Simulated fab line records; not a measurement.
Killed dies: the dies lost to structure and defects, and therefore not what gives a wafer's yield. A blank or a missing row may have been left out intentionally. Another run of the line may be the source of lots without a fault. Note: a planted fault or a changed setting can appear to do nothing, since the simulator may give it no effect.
A lot that was struck, set against a sound lot    flow nand-harc    25 steps out of a route of 1159
Sound: wafers L758.2, L758.3, L758.4. The struck wafers were L765.2, L765.3, L765.4. Last of all comes the cause.
For every step that has rows: the tool of each side, followed by ch and its chambers, followed by its first start. Under that, the readings that differ: sound wafers    struck wafers    difference of the means    sigmas: that difference in standard deviations of wafers without a fault.
alike: same words and numbers on both sides, and readings whose means sit less than 2 such deviations apart. not compared: any withheld reading, any reading some wafer has no value for, any bound like >300 that may hide the same value, and any number with overlapping values for which the record gives no deviation.
The two part at a step that has a row with sigmas, a row that says differs or no value, or rows on one side only. Numbers that have no deviation but don't overlap get no sigmas and don't part them. A reading that every wafer of one side lacks parts them only if that side has two wafers or more.

first, 1 step without rows for these wafers: NHARC_P_M0_SRD_25.
NHARC_P_M0_INSPECT_27:
  sound: defect-inspect-02 at day 6 16:27; struck: defect-inspect-01 at day 9 03:09
  alike: raw-defect-count
NHARC_P_M0_PRE_CLEAN_31: time 12 s.
  sound on pecvd-03 ch 0,1,2, day 6 16:32; struck on pecvd-02 ch 0,1,2, day 9 03:13
  alike: heater-power-w, rf-fwd-power-W
NHARC_P_M0_DEP_32: deposits SiCN, target thk 30 nm.
  sound on pecvd-03 ch 0,1,2, day 6 16:38; struck on pecvd-02 ch 0,1,2, day 9 03:17
  alike: chamber-pressure-Torr, heater-power-w, rf-fwd-power-W
then, 7 steps without rows for these wafers: NHARC_P_M1_DEP_00 (deposits SiOC, target thk 182.5 nm); NHARC_P_M1_DEHYDRATE_01 (time 120 s); NHARC_P_M1_HMDS_02 (time 30 s); NHARC_P_M1_COAT_34 (time 65 s); NHARC_P_M1_COAT_03 (resist thk 90 nm); NHARC_P_M1_SOFTBAKE_04 (time 55 s); NHARC_P_M1_EBR_05.
NHARC_P_M1_EXPOSE_06: exposes mask P M1, target cd 130 nm.
  sound on arfi-scanner-03 ch 0, day 6 17:42; struck on arfi-scanner-02 ch 0, day 9 04:23
reading               sound              struck             difference  sigmas
exposure-dose-mJ-cm2  81.82 81.81 81.97  91.21 91.30 91.26  +9.39       +99 or more
  alike: mask, focus-offset-nm
then, 2 steps without rows for these wafers: NHARC_P_M1_PEB_07 (peb time 65 s); NHARC_P_M1_DEVELOP_08 (develop time 35 s).
NHARC_P_M1_CD_MEAS_09 targets a cd of 130 nm.
  sound on cd-sem-02 ch 0, day 6 17:50; struck on cd-sem-02 ch 0, day 9 04:31
reading     sound              struck             difference  sigmas
cd-nm (nm)  129.9 129.4 129.9  136.9 136.6 136.9  +7.1        +12
NHARC_P_M1_OVL_MEAS_10: pitch 260 nm.
  sound: overlay-02 at day 6 17:56; struck: overlay-02 at day 9 04:37
  alike: overlay-x-nm, overlay-y-nm
NHARC_P_M1_INSPECT_11:
  sound: defect-inspect-02 at day 6 17:58; struck: defect-inspect-01 at day 9 04:38
  alike: raw-defect-count
NHARC_P_M1_DESCUM_14: chemistry O2, time 3 s.
  sound on rie-diel-06 ch 1,2,3, day 6 18:01; struck on rie-diel-01 ch 0,1,3, day 9 04:43
reading                 sound            struck           difference  sigmas
rf-hours-counter-h (h)  5 5 5            1 1 1            -4          
model.P_M1.cd-nm (nm)   129.7 129.6 130  137.1 136.8 136  +6.9        
  alike: drypump-motor-current-A, oes-product-au, rf-vpp-V, showerhead-plenum-p-Torr, throttle-valve-pct
NHARC_P_M1_ETCH_35: etches the open film in N2/H2, target depth 40 nm, overetch 12 nm, time 43.94 s.
  sound on rie-diel-06 ch 0,1,3, day 6 18:25; struck on rie-diel-01 ch 1,2,3, day 9 04:47
reading                 sound  struck  difference  sigmas
rf-hours-counter-h (h)  6 5 6  1 1 1   -5          
  alike: drypump-motor-current-A, oes-product-au, rf-fwd-power-W, rf-vpp-V, showerhead-plenum-p-Torr, throttle-valve-pct
NHARC_P_M1_ETCH_15: etches the open film in C4F8/Ar, target depth 182.5 nm, time 91.2 s.
  sound on rie-diel-06 ch 0,1,2; struck on rie-diel-01 ch 0,2,3
reading                 sound  struck  difference  sigmas
rf-hours-counter-h (h)  6 6 6  1 1 1   -5          
  alike: oes-product-au, rf-fwd-power-W, rf-vpp-V
NHARC_P_M1_CD_MEAS_16:
  sound: cd-sem-02 at day 6 18:38; struck: cd-sem-03 at day 9 05:01
reading     sound              struck             difference  sigmas
cd-nm (nm)  129.5 129.2 129.8  137.7 136.6 135.7  +7.2        +9
NHARC_P_M1_STRIP_18: strips in N2/H2.
  sound on rie-diel-06 ch 0,1,3, day 6 18:44; struck on rie-diel-01 ch 0,2,3, day 9 05:05
reading                 sound  struck  difference  sigmas
rf-hours-counter-h (h)  6 6 5  1 1 1   -5          
  alike: drypump-motor-current-A, oes-product-au, rf-fwd-power-W, rf-vpp-V, showerhead-plenum-p-Torr, throttle-valve-pct
NHARC_P_M1_ETCH_28: etches the open film in CF4/N2, target depth 30 nm, time 72.99 s.
  sound on rie-diel-06 ch 1,2,3; struck on rie-diel-01 ch 1,2,3
reading                 sound              struck             difference  sigmas
rf-hours-counter-h (h)  5 6 6              1 1 1              -5          
model.P_M1.cd-nm (nm)   129.5 128.8 129.9  137.8 136.7 136.3  +7.5        
  alike: cf4-flow-sccm, drypump-motor-current-A, oes-product-au, rf-fwd-power-W, rf-vpp-V, showerhead-plenum-p-Torr, throttle-valve-pct
then, 1 step without rows for these wafers: NHARC_P_M1_STRIP_19 (strips in post etch residue remover, time 600 s).
NHARC_END_SORT_01:
  the record has rows for the sound wafers here (prober-02 ch 0, day 19 22:32) and none for the struck ones

WHERE THEY PART
At NHARC_P_M1_EXPOSE_06 first; at NHARC_END_SORT_01 last (within this record only).

WHY: the cause the simulator had injected
Process parameter drift: arfi-scanner-02, from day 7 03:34 on, at NHARC_P_M1_EXPOSE_06. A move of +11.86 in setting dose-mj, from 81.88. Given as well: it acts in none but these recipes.
